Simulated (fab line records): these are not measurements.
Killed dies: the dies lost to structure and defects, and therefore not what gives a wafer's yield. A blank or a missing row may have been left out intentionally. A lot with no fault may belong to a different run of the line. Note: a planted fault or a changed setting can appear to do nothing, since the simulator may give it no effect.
Which tool was responsible?    flow nand_harc    Sampling: 13 lots, 39 wafers, 6 of 1159 route steps

WHAT THE GAUGES SHOWED, per wafer
NHARC_P_CONTACT_CD_MEAS_12: the cd target is 90 nm. Usual: cd_nm reads 89.7 nm (standard deviation 0.72).
lot   measured      on         cd_nm (nm)         flag
L649  day 5 16:04   cd_sem-01  89.5 89.8 88.7     
L653  day 6 06:57   cd_sem-02  89.6 90.1 89.6     
L654  day 6 23:25   cd_sem-02  89.6 89.7 89.7     
L655  day 7 02:58   cd_sem-02  90.5 89.4 89.2     
L658  day 7 14:54   cd_sem-01  88.8 89.7 90.0     
L659  day 8 03:43   cd_sem-02  89.4 89.5 89.8     
L660  day 8 07:57   cd_sem-01  89.7 89.6 90.7     
L661  day 8 19:37   cd_sem-02  90.3 90.3 90.1     
L662  day 8 22:10   cd_sem-03  88.4 88.6 90.0     
L664  day 9 09:10   cd_sem-02  88.9 89.2 88.2     
L668  day 10 02:48  cd_sem-03  108.1 107.6 109.1  OFF
L670  day 10 15:13  cd_sem-02  108.0 108.1 109.3  OFF
L669  day 10 15:37  cd_sem-01  89.5 89.1 88.6     

NHARC_P_CONTACT_INSPECT_14. Usual: raw_defect_count reads 3.9 (standard deviation 2).
lot   measured      on                 raw_defect_count  flag
L649  day 5 16:11   defect_inspect-01  2 4 1             
L653  day 6 07:04   defect_inspect-01  2 2 1             
L654  day 6 23:32   defect_inspect-02  3 4 5             
L655  day 7 03:06   defect_inspect-01  4 2 1             
L658  day 7 15:01   defect_inspect-02  5 5 5             
L659  day 8 03:50   defect_inspect-01  6 3 2             
L660  day 8 08:05   defect_inspect-01  8 3 3             
L661  day 8 19:44   defect_inspect-01  3 4 4             
L662  day 8 22:17   defect_inspect-01  5 5 7             
L664  day 9 09:17   defect_inspect-01  5 4 1             
L668  day 10 02:55  defect_inspect-01  3 3 3             
L670  day 10 15:20  defect_inspect-02  10 4 5            
L669  day 10 15:44  defect_inspect-02  3 5 2             

NHARC_END_SORT_01. Usual: killed_at_array 29, standard deviation 8.4; killed_at_other 0.7, standard deviation 1.2; killed_at_periphery 3.8, standard deviation 2.1; killed_dies 33, standard deviation 9; killed_open 3.4, standard deviation 2; killed_short 2.1, standard deviation 1.4.
lot   measured      on         killed_at_array  killed_at_other  killed_at_periphery  killed_dies  killed_open  killed_short  flag
L661  day 22 22:43  prober-01  22 29 30         3 0 2            2 1 1                27 30 33     3 1 3        0 0 2         
L664  day 23 08:51  prober-02  26 26 35         0 0 0            1 3 3                27 29 38     1 3 4        0 2 4         
L668  day 23 22:02  prober-02  18 30 21         2 0 3            491 512 223          511 542 247  1 4 4        2 5 1         OFF
L670  day 24 07:41  prober-01  40 33 35         1 1 1            499 507 507          540 541 543  2 3 3        5 2 3         OFF
L669  day 24 07:19  prober-02  35               0                4                    39           2            3             

TOOL THAT RAN EACH LOT (tool first, then ch and the chambers of the sampled wafers, then the start)
lot   NHARC_P_CONTACT_DEP_00                      NHARC_P_CONTACT_CMP_01         NHARC_P_CONTACT_PEB_10
L649  pecvd-04 ch 1,2, day 5 15:23 or earlier     cmp-02 ch 0,1, day 5 15:23     litho_track-04 ch 0, day 5 15:59
L653  pecvd-01 ch 0,2, day 6 06:14 or earlier     cmp-02 ch 0,3, day 6 06:14     litho_track-04 ch 0, day 6 06:52
L654  pecvd-02 ch 1,2, day 6 22:38 or earlier     cmp-02 ch 1,2,3, day 6 22:38   litho_track-01 ch 0, day 6 23:20
L655  pecvd-02 ch 1,2, day 7 02:16 or earlier     cmp-02 ch 0,3, day 7 02:16     litho_track-01 ch 0, day 7 02:53
L658  pecvd-04 ch 0,2, day 7 14:05 or earlier     cmp-02 ch 0,3, day 7 14:05     litho_track-06 ch 0, day 7 14:49
L659  pecvd-04 ch 0,1, day 8 02:52 or earlier     cmp-03 ch 1,2,3, day 8 02:52   litho_track-04 ch 0, day 8 03:38
L660  pecvd-04 ch 0,1,2, day 8 07:10 or earlier   cmp-02 ch 1,2,3, day 8 07:10   litho_track-01 ch 0, day 8 07:52
L661  pecvd-01 ch 0,1,2, day 8 18:47 or earlier   cmp-04 ch 1,2,3, day 8 18:47   litho_track-06 ch 0, day 8 19:32
L662  pecvd-01 ch 0,1, day 8 21:28 or earlier     cmp-03 ch 0,1,3, day 8 21:28   litho_track-01 ch 0, day 8 22:05
L664  pecvd-01 ch 0,1,2, day 9 08:23 or earlier   cmp-03 ch 0,3, day 9 08:23     litho_track-01 ch 0, day 9 09:05
L668  pecvd-01 ch 0,1,2, day 10 01:58 or earlier  cmp-03 ch 0,1,3, day 10 01:58  litho_track-01 ch 0, day 10 02:43
L670  pecvd-01 ch 0,1,2, day 10 14:28 or earlier  cmp-03 ch 0,1,3, day 10 14:28  litho_track-01 ch 0, day 10 15:08
L669  pecvd-04 ch 0,1,2, day 10 14:46 or earlier  cmp-04 ch 0,1,2, day 10 14:46  litho_track-04 ch 0, day 10 15:32
- NHARC_P_CONTACT_DEP_00: deposits SiO2, target thk 500 nm.
- NHARC_P_CONTACT_CMP_01: polishes SiO2, target thk 200 nm.
- NHARC_P_CONTACT_PEB_10: peb time 65 s.

WHAT THE TOOLS THEMSELVES READ (means of the sampled wafers that have a number; where no wafer has one, the mark that the record gives instead)
NHARC_P_CONTACT_DEP_00. Usual: heater_power_w 556 W, standard deviation 76; throttle_valve_pct 15.8 %, standard deviation 0.52.
lot   tool      heater_power_w (W)  throttle_valve_pct (%)  flag
L649  pecvd-04  653                 15.9                    
L653  pecvd-01  500                 15.3                    
L654  pecvd-02  483                 16.1                    
L655  pecvd-02  518                 16.2                    
L658  pecvd-04  610                 16.3                    
L659  pecvd-04  606                 16.5                    
L660  pecvd-04  645                 16.1                    
L661  pecvd-01  481                 15.6                    
L662  pecvd-01  549                 15.6                    
L664  pecvd-01  496                 15.7                    
L668  pecvd-01  478                 15.5                    
L670  pecvd-01  531                 15.6                    
L669  pecvd-04  594                 15.9                    

NHARC_P_CONTACT_CMP_01. Usual: motor_current_A reads 11.8 A (standard deviation 1.3).
lot   tool    motor_current_A (A)  flag
L649  cmp-02  11.6                 
L653  cmp-02  10.8                 
L654  cmp-02  11.5                 
L655  cmp-02  10.3                 
L658  cmp-02  10.5                 
L659  cmp-03  11.5                 
L660  cmp-02  11.3                 
L661  cmp-04  11.8                 
L662  cmp-03  12.3                 
L664  cmp-03  11.1                 
L668  cmp-03  11.9                 
L670  cmp-03  12.1                 
L669  cmp-04  11.5                 

NHARC_P_CONTACT_PEB_10. Usual: heater_power_total_W 156.6 W, standard deviation 0.42; plate_temp_C 100.01 C, standard deviation 0.13; resist_line_temp_C 22.98 C, standard deviation 0.12.
lot   tool            heater_power_total_W (W)  plate_temp_C (C)  resist_line_temp_C (C)  flag
L649  litho_track-04  156.7                     100.00            23.05                   
L653  litho_track-04  157.0                     100.01            22.92                   
L654  litho_track-01  156.4                     100.01            22.76                   
L655  litho_track-01  156.9                     100.17            23.16                   
L658  litho_track-06  156.3                     99.90             23.02                   
L659  litho_track-04  156.6                     100.08            22.98                   
L660  litho_track-01  156.1                     100.09            22.91                   
L661  litho_track-06  156.8                     99.83             22.98                   
L662  litho_track-01  156.5                     100.21            22.76                   
L664  litho_track-01  156.6                     99.95             23.07                   
L668  litho_track-01  169.0                     105.54            22.98                   OFF
L670  litho_track-01  168.9                     105.54            23.02                   OFF
L669  litho_track-04  156.9                     100.06            23.12                   

THE ANSWER, worked out from the rows above alone
Rule: a lot is off if the mean of its wafers that have a number lies more than 3 standard deviations from the usual mean. A lot without any number at a reading at which 4 lots or more have one is off too. Where the step has rows for the other lots, those lots are counted as sound. First the gauges in route order, then the tools' own readings, where a lot's mean is used as printed above. At the first step where some lot is off, the reading lying furthest off is the one used; lots without a number count as furthest.
Off at NHARC_P_CONTACT_CD_MEAS_12 (cd_nm): L668, L670.
A tool fits if, at a process step before that reading, it ran every lot that is off, and no sound lot after the first of them. The gauges at NHARC_P_CONTACT_CD_MEAS_12 aren't tried: what is off there is off at NHARC_END_SORT_01 too, on other tools, and a gauge's error can't cause that. NHARC_P_CONTACT_DEP_00 gives no start for some lots, so the hours and the order of its lots are those of NHARC_P_CONTACT_CMP_01. Can't be told from this: 3 tools fit, pecvd-01 at NHARC_P_CONTACT_DEP_00, cmp-03 at NHARC_P_CONTACT_CMP_01, litho_track-01 at NHARC_P_CONTACT_PEB_10.

WHAT THE SIMULATOR PUT IN
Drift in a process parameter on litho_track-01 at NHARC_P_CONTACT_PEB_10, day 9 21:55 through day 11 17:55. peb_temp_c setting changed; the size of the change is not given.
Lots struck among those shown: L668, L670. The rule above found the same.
